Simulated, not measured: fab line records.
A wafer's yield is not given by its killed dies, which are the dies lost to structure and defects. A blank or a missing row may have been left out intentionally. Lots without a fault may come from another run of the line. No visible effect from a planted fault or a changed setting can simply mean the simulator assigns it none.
fab line records	flow n5-finfet
[record] lots = 12	wafers = 32	last-day = 19
route steps=1938 shown BEOL_M3@996 PASSIVATION@1908
lots that met no fault: from a run of the same line without faults
start-h: start of the lot's first displayed wafer, in hours after the record's first day	wait-h: how many hours have passed since the lot's step before this one	" the same as in the row above	L1.1+2: several wafers, shown together as one row	- either no value or no given start	* or withheld: withheld	< > ~ a bound
route shown NAME@n: a module of which the file shows steps, and the number in the route of the first	usual: average and standard deviation across the fault-free wafers	same: alike in all rows	chamber/n: place in a boat	sites: per-site readings	_std_site: standard deviation across them	_edge_site: outer sites' mean less inner sites'	radius-mm: how far each site lies from the wafer's centre	mask NAME#n: copy n	behind: tool/chamber where the wafer was last shaped	hold: why the lot went on hold/how many hours it stayed there/how the hold came to an end	device: names the non-switching transistor (n, p or np)	end of line: tests of these same wafers at the route's end	a step given without rows: its recipe and nothing more	killed: the dies lost at the first sort to structure and to defects; this is not the yield of the wafer	map: a wafer's dies, x killed, . not, _ none there
set.NAME: the setting as run; set.NAME@STEP: as run at that earlier step	model.NAME: the simulator's own value behind a step, which no gauge read
a sample of lots followed through the steps of the route, with each step as a table and each wafer as a row
services: when a tool's chamber went out of use (start-h, in hours from the record's first day, below 0 if earlier), for how many hours, and the reason
[[steps]]
[step N5_BEOL_M3_SPUTTER_79]
[recipe] material = Cu	target-thk-a = 45	temp-c = -20	chamber-pressure-pa = 0.07	power-w = withheld	time-s = 8.29
[usual] throttle-valve-pct = 30.0/1.4
lot.wafer	tool	chamber	start-h	wait-h	throttle-valve-pct
L592.1	pvd-sputter-03	-	205.94	0.1	29.1
L592.5	"	-	"	"	29.8
L591.1	pvd-sputter-01	-	225.79	0.1	30.8
L591.5	"	-	"	"	28.4
L591.6	"	-	"	"	32.6
L598.1	pvd-sputter-03	-	228.62	0.1	27.8
L598.2	"	-	"	"	29.5
L598.5	"	-	"	"	28.7
L596.1	pvd-sputter-03	-	232.76	0.1	29.0
L596.2	"	-	"	"	29.8
L596.4	"	-	"	"	27.9
L594.1	pvd-sputter-03	-	234.98	0.1	28.9
L594.2	"	-	"	"	27.9
L599.2	pvd-sputter-01	-	246.14	0.1	32.3
L599.6	"	-	"	"	32.8
L603.1	pvd-sputter-02	-	254.99	0.1	31.2
L603.4	"	-	"	"	31.4
L601.1	pvd-sputter-03	-	256.76	0.1	28.8
L601.2	"	-	"	"	29.4
L601.4	"	-	"	"	28.8
L606.1	pvd-sputter-03	-	277.23	0.1	28.0
L606.3	"	-	"	"	29.6
L606.6	"	-	"	"	29.3
L609.1	pvd-sputter-02	-	303.26	0.1	30.1
L609.2	"	-	"	"	31.3
L609.5	"	-	"	"	31.3
L610.1	pvd-sputter-01	-	305.08	0.1	28.8
L610.5	"	-	"	"	30.6
L610.6	"	-	"	"	30.9
L611.3	pvd-sputter-02	-	310.16	0.1	28.9
L611.5	"	-	"	"	30.3
L611.6	"	-	"	"	31.3
[step N5_PASSIVATION_DESCUM_32]
[recipe] chemistry = O2	time-s = 7.9	source-power-w = 50	bias-power-w = 20	pressure-mtorr = 20	rf-frequency-hz = 2.712e+07	temp-c = 40	o2-flow-sccm = 225
[usual] bias-power-w = 19.99/0.057	drypump-motor-current-A = 5.7/0.43	oes-product-au = 0.81/0.084	rf-vpp-V = 243.3/1.3	showerhead-plenum-p-Torr = 2.11/0.066	throttle-valve-pct = 20.46/0.26
lot.wafer	tool	chamber	start-h	wait-h	bias-power-w	drypump-motor-current-A	oes-product-au	rf-hours-counter-h	rf-vpp-V	showerhead-plenum-p-Torr	throttle-valve-pct
L592.1	rie-diel-03	2	331.15	0.0	19.91	5.2	0.69	237	241.9	1.98	20.84
L592.5	"	1	"	"	20.03	5.8	0.92	-	242.3	2.04	20.02
L591.1	rie-diel-02	0	342.76	1.7	20.11	6.4	0.76	140	244.2	2.11	20.90
L591.5	"	1	"	"	20.12	5.4	0.91	-	242.4	2.05	20.56
L591.6	"	0	"	"	20.05	6.3	0.76	-	243.3	2.11	20.89
L598.1	rie-diel-04	3	342.85	1.6	19.94	6.0	0.85	75	242.4	2.12	20.53
L598.2	"	1	"	"	20.05	5.7	0.72	237	242.0	2.04	20.48
L598.5	"	1	"	"	19.96	5.7	0.72	-	240.6	2.04	20.45
L596.1	rie-diel-03	1	349.43	0.0	20.00	5.8	0.92	21	242.0	2.04	20.01
L596.2	"	2	"	"	20.03	5.2	0.69	240	242.2	1.98	20.86
L596.4	"	0	"	"	20.03	5.0	0.77	98	243.7	2.10	20.39
L594.1	rie-diel-04	3	358.41	0.0	19.95	6.0	0.84	80	242.8	2.12	20.53
L594.2	"	2	"	"	20.00	6.2	0.85	64	244.4	2.22	20.36
L599.2	rie-diel-04	1	371.16	0.0	19.98	5.7	0.71	247	241.4	2.03	20.47
L599.6	"	3	"	"	20.02	6.0	0.83	-	243.3	2.12	20.55
L601.1	rie-diel-04	1	375.92	0.0	20.00	5.7	0.72	248	242.1	2.03	20.47
L601.2	"	3	"	"	20.04	6.0	0.83	86	244.8	2.12	20.53
L601.4	"	2	"	"	19.94	6.2	0.85	69	244.9	2.21	20.36
L603.1	rie-diel-02	0	387.27	0.0	20.08	6.3	0.73	160	243.7	2.10	20.93
L603.4	"	1	"	"	19.95	5.5	0.87	63	240.8	2.05	20.60
L606.1	rie-diel-04	0	403.46	0.0	20.03	5.8	0.92	32	243.5	2.14	20.12
L606.3	"	3	"	"	19.97	6.0	0.82	99	243.3	2.11	20.56
L606.6	"	0	"	"	20.01	5.8	0.91	-	243.5	2.14	20.11
L609.1	rie-diel-04	0	423.46	0.0	19.95	5.8	0.90	40	243.6	2.14	20.12
L609.2	"	3	"	"	20.03	6.0	0.80	107	243.4	2.11	20.58
L609.5	"	0	"	"	19.96	5.7	0.91	-	244.6	2.14	20.12
L610.1	rie-diel-03	1	433.16	0.0	20.10	5.8	0.86	50	243.1	2.03	20.05
L610.5	"	3	"	"	20.01	4.8	0.81	-	246.1	2.18	20.16
L610.6	"	0	"	"	20.12	5.0	0.76	-	242.6	2.09	20.44
L611.3	rie-diel-02	1	456.25	0.1	20.00	5.4	0.84	88	241.9	2.04	20.61
L611.5	"	1	"	"	20.01	5.5	0.84	-	241.9	2.04	20.62
L611.6	"	0	"	"	19.95	6.3	0.72	-	242.4	2.10	20.98
[step N5_PASSIVATION_ETCH_59]
[recipe] chemistry = Cl2/BCl3	target = TaN	target-depth-a = 650	time-s = 34.9	ion-energy-ev = 100	pressure-mtorr = 10	icp-w = 900	bias-w = 100	Cl2_flow_sccm = 60	bcl3-flow-sccm = 30
[usual] drypump-motor-current-A = 5.7/0.33	he-backside-leak-sccm = 3.39/0.24	oes-product-au = 0.81/0.077	throttle-valve-pct = 21.1/0.41
lot.wafer	tool	chamber	start-h	wait-h	drypump-motor-current-A	he-backside-leak-sccm	oes-product-au	rf-hours-counter-h	throttle-valve-pct
L592.1	rie-metal-03	0	331.64	0.3	5.8	3.28	0.90	12	20.4
L592.5	"	0	"	"	5.7	3.12	0.90	-	20.4
L591.1	rie-metal-03	1	343.25	0.3	5.7	3.31	0.82	11	21.4
L591.5	"	0	"	"	5.8	3.19	0.89	-	20.4
L591.6	"	1	"	"	5.7	3.50	0.81	-	21.4
L598.1	rie-metal-02	1	343.34	0.3	4.8	3.73	0.67	91	21.5
L598.2	"	0	"	"	5.8	3.22	0.94	7	21.2
L598.5	"	1	"	"	4.8	3.54	0.66	-	21.5
L596.1	rie-metal-02	1	349.92	0.3	4.8	3.65	0.67	92	21.5
L596.2	"	0	"	"	5.8	3.29	0.93	8	21.2
L596.4	"	0	"	"	5.8	3.60	0.93	-	21.3
L594.1	rie-metal-03	1	358.89	0.3	5.7	3.55	0.80	13	21.4
L594.2	"	0	"	"	5.8	3.20	0.87	15	20.4
L599.2	rie-metal-01	0	371.64	0.3	5.6	3.39	0.76	32	21.1
L599.6	"	0	"	"	5.6	3.44	0.76	-	21.1
L601.1	rie-metal-03	0	376.40	0.3	5.8	3.25	0.87	17	20.4
L601.2	"	1	"	"	5.7	3.51	0.80	15	21.4
L601.4	"	0	"	"	5.7	3.24	0.88	-	20.4
L603.1	rie-metal-01	0	387.75	0.3	5.6	3.55	0.76	34	21.1
L603.4	"	1	"	"	6.0	3.32	0.80	-	21.3
L606.1	rie-metal-01	1	403.95	0.3	6.0	3.49	0.78	26	21.4
L606.3	"	1	"	"	6.1	3.24	0.77	-	21.4
L606.6	"	1	"	"	6.0	3.52	0.79	-	21.3
L609.1	rie-metal-03	1	423.94	0.3	5.7	3.57	0.77	19	21.4
L609.2	"	0	"	"	5.7	3.22	0.85	21	20.4
L609.5	"	0	"	"	5.8	3.16	0.85	-	20.4
L610.1	rie-metal-03	0	433.65	0.3	5.8	3.15	0.84	22	20.4
L610.5	"	1	"	"	5.7	3.58	0.77	-	21.4
L610.6	"	0	"	"	5.8	3.18	0.84	-	20.4
L611.3	rie-metal-03	0	456.77	0.2	5.8	3.15	0.84	-	20.4
L611.5	"	1	"	"	5.7	3.46	0.76	-	21.5
L611.6	"	0	"	"	5.7	3.02	0.83	-	20.4
[step N5_PASSIVATION_PECVD_35]
[recipe] material = SiNx	target-thk-a = 7000	temp-c = 400	precursor = SiH4/NH3/N2	pressure-torr = 4.9	rf-w = 1406	time-s = 151.3
[usual] heater-power-w = 421/130	showerhead-plenum-p-Torr = 8.72/0.039	throttle-valve-pct = 29.9/1.3
lot.wafer	tool	chamber	start-h	wait-h	heater-power-w	showerhead-plenum-p-Torr	throttle-valve-pct
L592.1	pecvd-02	1	332.36	0.1	336	8.71	31.3
L592.5	"	0	"	"	484	8.75	29.4
L591.1	pecvd-01	2	344.20	0.1	642	8.69	28.5
L591.5	"	2	"	"	446	8.69	28.6
L591.6	"	0	"	"	426	8.77	31.1
L598.1	pecvd-02	1	344.24	0.1	242	8.71	31.1
L598.2	"	2	"	"	379	8.70	28.0
L598.5	"	0	"	"	453	8.77	29.4
L596.1	pecvd-03	2	350.68	0.1	298	8.72	28.8
L596.2	"	1	"	"	313	8.72	29.3
L596.4	"	2	"	"	354	8.73	29.0
L594.1	pecvd-03	1	359.64	0.1	247	8.72	29.4
L594.2	"	0	"	"	332	8.81	29.0
L599.2	pecvd-01	0	372.37	0.1	308	8.77	31.2
L599.6	"	0	"	"	352	8.78	31.3
L601.1	pecvd-02	1	377.13	0.1	337	8.70	31.1
L601.2	"	0	"	"	429	8.76	29.6
L601.4	"	0	"	"	469	8.74	29.4
L603.1	pecvd-01	2	388.48	0.1	638	8.67	28.9
L603.4	"	2	"	"	456	8.68	28.5
L606.1	pecvd-02	2	404.75	0.1	350	8.71	28.4
L606.3	"	1	"	"	339	8.72	31.3
L606.6	"	1	"	"	215	8.70	30.9
L609.1	pecvd-03	1	424.71	0.1	221	8.72	29.6
L609.2	"	2	"	"	430	8.67	29.0
L609.5	"	1	"	"	264	8.71	29.1
L610.1	pecvd-01	1	434.42	0.1	634	8.67	31.7
L610.5	"	1	"	"	674	8.67	31.8
L610.6	"	0	"	"	414	8.76	31.4
L611.3	pecvd-02	0	457.50	0.1	505	8.77	29.6
L611.5	"	2	"	"	437	8.71	28.6
L611.6	"	1	"	"	344	8.68	31.0
[step N5_PASSIVATION_PROBE_49]
[usual] defect-limited-yield = 91.2/1.4	killed_at_M0_to_M3 = 34/9.3	killed_at_M4_up = 14/5.9	killed-at-contacts = 14/5.7	killed-at-front-end = 38/10	killed-at-other = 4/3.2	killed-dies = 104/17	killed-open = 67/13	killed-short = 33/6.9	sort_bin_5_function = 5.2/1	sort_bin_6_memory = 3.3/0.61	sort_bin_8_speed = 0.3/1.8	sort-n-pass = 1069/52
[same] gross-dies = 1180	killed-at-back-side = 0	sort_bin_4_leakage[%] = 0
lot.wafer	tool	chamber	start-h	wait-h	defect-limited-yield[%]	killed_at_M0_to_M3	killed_at_M4_up	killed-at-contacts	killed-at-front-end	killed-at-other	killed-dies	killed-open	killed-short	sort_bin_5_function[%]	sort_bin_6_memory[%]	sort_bin_8_speed[%]	sort-n-pass
L592.1	prober-01	-	335.93	0.0	91.1	22	25	13	40	5	105	66	34	5.7	2.7	0.1	1074
L592.5	prober-01	-	336.13	0.2	90.4	58	12	17	24	2	113	73	36	6.0	3.3	0	1067
L591.1	prober-02	-	349.74	0.8	90.4	36	12	11	44	10	113	63	42	6.3	3.0	0	1067
L591.5	prober-02	-	349.94	1.0	93.0	30	12	3	36	2	83	51	27	3.7	3.0	0	1097
L591.6	prober-02	-	349.99	1.0	92.5	33	8	12	34	1	88	58	26	3.8	3.3	0	1092
L598.1	prober-01	-	350.39	0.9	91.7	42	5	8	43	0	98	56	37	4.4	3.5	0.2	1081
L598.2	prober-01	-	350.44	1.0	89.6	38	23	14	45	3	123	85	34	6.9	3.5	0	1057
L598.5	prober-01	-	350.59	1.1	90.8	38	10	22	38	1	109	71	34	6.0	2.9	0	1071
L596.1	prober-01	-	354.91	0.0	92.5	25	22	12	30	0	89	58	29	4.0	3.3	0	1091
L596.2	prober-01	-	354.96	0.1	91.4	35	16	13	37	1	102	66	33	4.4	3.7	0	1078
L596.4	prober-01	-	355.06	0.2	93.1	20	19	23	18	1	81	52	28	4.1	2.5	0	1099
L594.1	prober-01	-	363.21	0.0	90.3	44	12	17	39	3	115	81	33	5.2	4.2	0	1065
L594.2	prober-01	-	363.26	0.1	90.0	31	11	26	50	0	118	73	39	5.7	3.9	0	1062
L599.2	prober-01	-	376.28	0.1	90.7	28	21	20	40	1	110	73	27	5.9	3.1	0	1070
L599.6	prober-01	-	376.48	0.3	90.5	43	16	16	34	3	112	75	34	5.4	3.7	0	1068
L601.1	prober-01	-	380.70	0.0	75.8	187	14	49	33	2	285	70	31	14.4	4.7	1.1	882
L601.2	prober-01	-	380.75	0.1	77.5	181	14	17	42	11	265	78	30	14.8	3.8	0	915
L601.4	prober-01	-	380.85	0.2	78.0	206	7	15	29	3	260	49	31	13.0	4.2	0	920
L603.1	prober-01	-	392.21	0.0	90.8	41	15	14	39	0	109	65	39	5.3	3.6	0.2	1069
L603.4	prober-01	-	392.36	0.2	88.6	43	11	16	57	8	135	80	43	7.0	4.0	0	1045
L606.1	prober-01	-	408.68	0.0	76.8	162	13	15	58	26	274	70	60	13.8	4.8	0	906
L606.3	prober-01	-	408.78	0.1	77.5	191	14	20	30	10	265	70	36	13.3	5.0	0.1	914
L606.6	prober-01	-	408.93	0.3	75.5	181	15	31	52	10	289	69	32	15.1	4.2	0	891
L609.1	prober-01	-	428.67	0.0	91.2	28	8	21	37	10	104	63	29	5.3	3.3	0	1076
L609.2	prober-01	-	428.72	0.1	91.1	45	13	15	28	4	105	67	33	5.6	3.1	0	1075
L609.5	prober-01	-	428.87	0.2	92.0	35	12	12	32	3	94	57	31	4.5	2.8	0	1086
L610.1	prober-02	-	438.40	0.0	91.3	33	15	21	33	1	103	66	33	5.3	3.1	0	1077
L610.5	prober-02	-	438.60	0.2	93.0	28	8	12	32	3	83	59	19	3.9	2.8	0	1097
L610.6	prober-02	-	438.65	0.3	92.9	26	4	7	45	2	84	46	34	4.2	2.6	0	1096
L611.3	prober-01	-	461.94	0.9	93.9	23	21	14	12	2	72	53	17	3.6	2.2	0	1108
L611.5	prober-01	-	462.04	1.0	91.7	29	17	18	32	2	98	67	28	4.8	3.2	0	1082
L611.6	prober-01	-	462.09	1.0	93.0	26	14	9	31	3	83	56	27	4.2	2.7	0	1097
// killed by level:class
L592.1 BEOL_M4:geometric-particle:open=12 STI_FIN_REVEAL:geometric-particle:open=11 MOL_CONTACT_COAG:geometric-particle:open=8 FIN_SAQP:geometric-particle:open=6 BEOL_M0_SAQP:geometric-particle:open=5 BEOL_M1:geometric-particle:open=5 BEOL_M3:geometric-particle:open=5 STI_FIN_REVEAL:geometric-particle:short=4
L592.5 BEOL_M3:geometric-particle:open=17 MOL_CONTACT_COAG:geometric-particle:open=15 BEOL_M0_SAQP:geometric-particle:open=10 BEOL_M0_SAQP:geometric-particle:short=7 BEOL_M1:geometric-particle:open=6 BEOL_M2:geometric-particle:short=6 DUMMY_GATE:geometric-particle:open=5 BEOL_M4:geometric-particle:open=5
L591.1 FIN_SAQP:geometric-particle:short=17 FIN_SAQP:geometric-particle:open=16 MOL_CONTACT_COAG:geometric-particle:open=9 BEOL_M2:geometric-particle:open=7 BEOL_M0_SAQP:geometric-particle:open=6 BEOL_M3:geometric-particle:open=6 PASSIVATION:area-etch=6 GATE_CUT:geometric-particle:short=4
L591.5 FIN_SAQP:geometric-particle:open=13 BEOL_M1:geometric-particle:open=7 FIN_SAQP:geometric-particle:short=6 BEOL_M0_SAQP:geometric-particle:short=6 BEOL_M3:geometric-particle:open=6 DUMMY_GATE:geometric-particle:open=3 BEOL_M0_SAQP:geometric-particle:open=3 BEOL_M1:geometric-particle:short=3
L591.6 FIN_SAQP:geometric-particle:open=16 MOL_CONTACT_COAG:geometric-particle:open=10 FIN_SAQP:geometric-particle:short=7 BEOL_M3:geometric-particle:open=7 BEOL_M1:geometric-particle:open=5 BEOL_M0_SAQP:geometric-particle:short=4 BEOL_M2:geometric-particle:open=4 BEOL_M1:geometric-particle:short=3
L598.1 BEOL_M0_SAQP:geometric-particle:short=14 BEOL_M0_SAQP:geometric-particle:open=11 BEOL_M2:geometric-particle:open=11 STI_FIN_REVEAL:geometric-particle:open=9 FIN_SAQP:geometric-particle:short=7 MOL_CONTACT_COAG:geometric-particle:open=6 STARTING-WAFER:geometric-particle:short=5 FIN_SAQP:geometric-particle:open=4
L598.2 BEOL_M0_SAQP:geometric-particle:open=15 BEOL_M4:geometric-particle:open=14 MOL_CONTACT_COAG:geometric-particle:open=12 STI_FIN_REVEAL:geometric-particle:open=10 BEOL_M0_SAQP:geometric-particle:short=8 BEOL_M2:geometric-particle:open=7 FIN_SAQP:geometric-particle:short=6 FIN_SAQP:geometric-particle:open=6
L598.5 MOL_CONTACT_COAG:geometric-particle:open=19 BEOL_M0_SAQP:geometric-particle:short=15 STI_FIN_REVEAL:geometric-particle:open=12 BEOL_M4:geometric-particle:open=10 BEOL_M0_SAQP:geometric-particle:open=8 FIN_SAQP:geometric-particle:short=6 STARTING-WAFER:geometric-particle:open=5 FIN_SAQP:geometric-particle:open=4
L596.1 MOL_CONTACT_COAG:geometric-particle:open=10 BEOL_M4:geometric-particle:open=9 FIN_SAQP:geometric-particle:open=8 BEOL_M0_SAQP:geometric-particle:open=7 DUMMY_GATE:geometric-particle:open=5 BEOL_M0_SAQP:geometric-particle:short=5 STARTING-WAFER:geometric-particle:short=5 FIN_CUT:geometric-particle:open=3
L596.2 MOL_CONTACT_COAG:geometric-particle:open=11 BEOL_M2:geometric-particle:open=10 BEOL_M1:geometric-particle:open=9 FIN_SAQP:geometric-particle:open=7 FIN_SAQP:geometric-particle:short=6 BEOL_M4:geometric-particle:open=5 STI_FIN_REVEAL:geometric-particle:open=4 BEOL_M0_SAQP:geometric-particle:short=4
L596.4 MOL_CONTACT_COAG:geometric-particle:open=22 BEOL_M0_SAQP:geometric-particle:short=10 BEOL_M4:geometric-particle:open=7 BEOL_M4:geometric-particle:short=4 FIN_SAQP:geometric-particle:open=3 DUMMY_GATE:geometric-particle:open=3 STARTING-WAFER:geometric-particle:open=3 BEOL_M8:geometric-particle:open=3
L594.1 MOL_CONTACT_COAG:geometric-particle:open=14 BEOL_M2:geometric-particle:open=11 BEOL_M3:geometric-particle:open=10 FIN_SAQP:geometric-particle:short=7 STI_FIN_REVEAL:geometric-particle:open=7 BEOL_M0_SAQP:geometric-particle:open=7 FIN_SAQP:geometric-particle:open=5 GATE_CUT:geometric-particle:short=5
L594.2 MOL_CONTACT_COAG:geometric-particle:open=23 FIN_SAQP:geometric-particle:open=15 FIN_SAQP:geometric-particle:short=13 BEOL_M2:geometric-particle:open=7 STI_FIN_REVEAL:geometric-particle:open=5 BEOL_M0_SAQP:geometric-particle:short=5 BEOL_M0_SAQP:geometric-particle:open=4 BEOL_M3:geometric-particle:short=4
L599.2 MOL_CONTACT_COAG:geometric-particle:open=17 BEOL_M2:geometric-particle:open=9 BEOL_M4:geometric-particle:open=8 SD_EPI_N:area-etch=7 STI_FIN_REVEAL:geometric-particle:open=6 BEOL_M3:geometric-particle:open=6 FIN_SAQP:geometric-particle:short=5 BEOL_M8:geometric-particle:open=5
L599.6 BEOL_M2:geometric-particle:open=13 MOL_CONTACT_COAG:geometric-particle:open=12 FIN_SAQP:geometric-particle:open=8 BEOL_M0_SAQP:geometric-particle:open=8 BEOL_M3:geometric-particle:open=8 BEOL_M4:geometric-particle:open=7 ILD0:geometric-particle:short=7 BEOL_M0_SAQP:geometric-particle:short=7
L601.1 BEOL_M3:unspecified=152 MOL_CONTACT_COAG:area-etch=26 MOL_CONTACT_COAG:geometric-particle:open=17 FIN_SAQP:geometric-particle:open=11 BEOL_M0_SAQP:geometric-particle:open=9 BEOL_M0_SAQP:geometric-particle:short=7 MOL_CONTACT_COAG:geometric-particle:short=5 BEOL_M3:geometric-particle:open=5
L601.2 BEOL_M3:unspecified=147 MOL_CONTACT_COAG:geometric-particle:open=14 BEOL_M1:geometric-particle:open=12 FIN_SAQP:geometric-particle:open=11 STI_FIN_REVEAL:geometric-particle:open=9 BEOL_M3:geometric-particle:open=7 PASSIVATION:area-etch=7 GATE_CUT:geometric-particle:short=6
L601.4 BEOL_M3:unspecified=172 MOL_CONTACT_COAG:geometric-particle:open=11 FIN_SAQP:geometric-particle:short=9 BEOL_M0_SAQP:geometric-particle:short=7 BEOL_M0_SAQP:geometric-particle:open=6 FIN_SAQP:geometric-particle:open=5 BEOL_M2:geometric-particle:open=5 BEOL_M3:geometric-particle:open=5
L603.1 BEOL_M0_SAQP:geometric-particle:short=10 BEOL_M1:geometric-particle:open=10 GATE_CUT:geometric-particle:short=9 MOL_CONTACT_COAG:geometric-particle:open=9 BEOL_M0_SAQP:geometric-particle:open=7 BEOL_M0:geometric-particle:open=7 STI_FIN_REVEAL:geometric-particle:open=6 FIN_SAQP:geometric-particle:open=5
L603.4 STI_FIN_REVEAL:geometric-particle:open=18 MOL_CONTACT_COAG:geometric-particle:open=14 BEOL_M0_SAQP:geometric-particle:open=13 BEOL_M0_SAQP:geometric-particle:short=8 BEOL_M1:geometric-particle:open=8 PASSIVATION:area-etch=8 GATE_CUT:geometric-particle:short=7 FIN_SAQP:geometric-particle:short=6
L606.1 BEOL_M3:unspecified=126 BEOL_M0_SAQP:geometric-particle:short=20 PASSIVATION:area-etch=16 MOL_CONTACT_COAG:geometric-particle:open=12 STI_FIN_REVEAL:geometric-particle:open=10 FIN_SAQP:geometric-particle:open=9 BEOL_M0_SAQP:geometric-particle:open=9 GATE_CUT:geometric-particle:short=8
L606.3 BEOL_M3:unspecified=153 MOL_CONTACT_COAG:geometric-particle:open=15 STI_FIN_REVEAL:geometric-particle:open=13 BEOL_M0_SAQP:geometric-particle:short=13 BEOL_M0_SAQP:geometric-particle:open=7 BEOL_M1:geometric-particle:open=7 MOL_CONTACT_COAG:geometric-particle:short=5 BEOL_M3:geometric-particle:open=5
L606.6 BEOL_M3:unspecified=152 MOL_CONTACT_COAG:area-etch=21 STI_FIN_REVEAL:geometric-particle:open=12 FIN_SAQP:geometric-particle:open=11 BEOL_M0_SAQP:geometric-particle:open=10 MOL_CONTACT_COAG:geometric-particle:open=8 PASSIVATION:area-etch=8 FIN_SAQP:geometric-particle:short=7
L609.1 MOL_CONTACT_COAG:geometric-particle:open=15 BEOL_M2:geometric-particle:open=10 FIN_SAQP:geometric-particle:open=7 GATE_CUT:geometric-particle:short=7 BEOL_M3:geometric-particle:open=6 PASSIVATION:area-etch=6 FIN_CUT:geometric-particle:short=5 MOL_CONTACT_COAG:geometric-particle:short=5
L609.2 BEOL_M2:geometric-particle:open=15 MOL_CONTACT_COAG:geometric-particle:open=11 BEOL_M3:geometric-particle:open=10 BEOL_M1:geometric-particle:open=8 FIN_SAQP:geometric-particle:short=5 BEOL_M0_SAQP:geometric-particle:short=5 STI_FIN_REVEAL:geometric-particle:open=5 BEOL_M4:geometric-particle:open=5
L609.5 FIN_SAQP:geometric-particle:open=8 MOL_CONTACT_COAG:geometric-particle:open=8 BEOL_M0_SAQP:geometric-particle:open=8 BEOL_M3:geometric-particle:open=6 BEOL_M0_SAQP:geometric-particle:short=5 STARTING-WAFER:geometric-particle:short=5 FIN_SAQP:geometric-particle:short=4 STI_FIN_REVEAL:geometric-particle:open=4
L610.1 MOL_CONTACT_COAG:geometric-particle:open=16 STI_FIN_REVEAL:geometric-particle:open=10 BEOL_M2:geometric-particle:open=10 BEOL_M4:geometric-particle:open=6 BEOL_M0_SAQP:geometric-particle:short=5 BEOL_M1:geometric-particle:open=5 BEOL_M2:geometric-particle:short=5 DUMMY_GATE:geometric-particle:open=4
L610.5 MOL_CONTACT_COAG:geometric-particle:open=12 STI_FIN_REVEAL:geometric-particle:open=9 BEOL_M3:geometric-particle:open=7 DUMMY_GATE:geometric-particle:open=6 BEOL_M0_SAQP:geometric-particle:short=6 BEOL_M0_SAQP:geometric-particle:open=5 BEOL_M2:geometric-particle:open=4 GATE_CUT:geometric-particle:short=3
L610.6 STI_FIN_REVEAL:geometric-particle:open=12 BEOL_M0_SAQP:geometric-particle:short=9 STI_FIN_REVEAL:geometric-particle:short=7 BEOL_M3:geometric-particle:open=6 GATE_CUT:geometric-particle:short=5 MOL_CONTACT_COAG:geometric-particle:open=5 BEOL_M0_SAQP:geometric-particle:open=5 DUMMY_GATE:geometric-particle:open=4
L611.3 MOL_CONTACT_COAG:geometric-particle:open=13 BEOL_M2:geometric-particle:open=10 BEOL_M4:geometric-particle:open=8 BEOL_M0_SAQP:geometric-particle:open=4 BEOL_M0_SAQP:geometric-particle:short=4 BEOL_M8:geometric-particle:open=3 BEOL_M6:geometric-particle:open=3 STI_FIN_REVEAL:geometric-particle:open=2
L611.5 MOL_CONTACT_COAG:geometric-particle:open=16 BEOL_M0_SAQP:geometric-particle:open=11 BEOL_M4:geometric-particle:open=9 BEOL_M0_SAQP:geometric-particle:short=8 STI_FIN_REVEAL:geometric-particle:open=7 STARTING-WAFER:geometric-particle:short=5 BEOL_M3:geometric-particle:open=3 BEOL_M5:geometric-particle:open=3
L611.6 BEOL_M0_SAQP:geometric-particle:open=8 BEOL_M2:geometric-particle:open=8 FIN_SAQP:geometric-particle:open=7 MOL_CONTACT_COAG:geometric-particle:open=6 BEOL_M4:geometric-particle:open=5 STI_FIN_REVEAL:geometric-particle:open=4 BEOL_M0_SAQP:geometric-particle:short=4 FIN_SAQP:geometric-particle:short=3
[[services]]
tool	chamber	start-h	hours	kind
pecvd-02	2	196.28	4.4	repair
rie-metal-03	1	199.32	-	clean
rie-metal-03	1	199.32	20.9	scheduled-down
rie-metal-03	1	199.32	20.9	vent-cycle
rie-diel-03	0	201.11	2.7	repair
rie-metal-02	-	204.99	0.6	repair
rie-metal-01	-	219.62	2.8	pm
pecvd-02	-	243.26	0.3	repair
rie-diel-04	2	244.17	16.4	repair
pecvd-03	-	246.62	0.8	repair
rie-diel-02	1	286.15	11.8	repair
rie-diel-04	0	302.78	-	clean
rie-diel-04	0	302.78	-	consumable-replace:focus-ring
rie-metal-02	0	304.83	6.8	repair
rie-diel-02	3	333.88	28.2	repair
pecvd-01	1	355.77	5.0	repair
rie-diel-03	1	359.08	5.1	repair
rie-metal-03	-	392.47	2.8	pm
rie-diel-04	2	395.37	6.0	repair
rie-diel-02	-	402.40	1.1	repair
rie-metal-01	-	438.23	10.0	pm
rie-diel-02	2	438.88	4.3	repair
rie-diel-02	0	440.69	2.0	repair
rie-diel-04	-	442.73	3.5	repair
[[key]]
[first-sign] step = N5_PASSIVATION_PROBE_49	reading = killed_at_M0_to_M3	direction = up	sigmas = 16	usual = 34	struck = 185
[effect] step = N5_PASSIVATION_PROBE_49	reading = defect-limited-yield	direction = down	sigmas = 10	usual = 91.2	struck = 76.9
[more-kills-born-at] N5_BEOL_M3_SPUTTER_79@pvd-sputter-03 = 902
met-at N5_BEOL_M3_SPUTTER_79
struck-lots L601,L606
[baseline-loss] step = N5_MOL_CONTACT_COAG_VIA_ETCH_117	wafers = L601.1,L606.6
[baseline-loss] step = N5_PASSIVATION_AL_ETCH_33	wafers = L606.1
not-acting-at N5_PASSIVATION_DESCUM_32,N5_PASSIVATION_ETCH_59,N5_PASSIVATION_PECVD_35
onset-between 234.98 256.76
[fault] kind = chamber-particle-source	tool = pvd-sputter-03	chamber = -	onset-h = 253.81	steps = N5_BEOL_M3_SPUTTER_79	rate-per-visit-cm2 = 2.1872	end-h = 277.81
// baseline-loss: these wafers lose ten dies or more at that step, a loss of the line's own and not of a fault; the sort's usual values leave them out
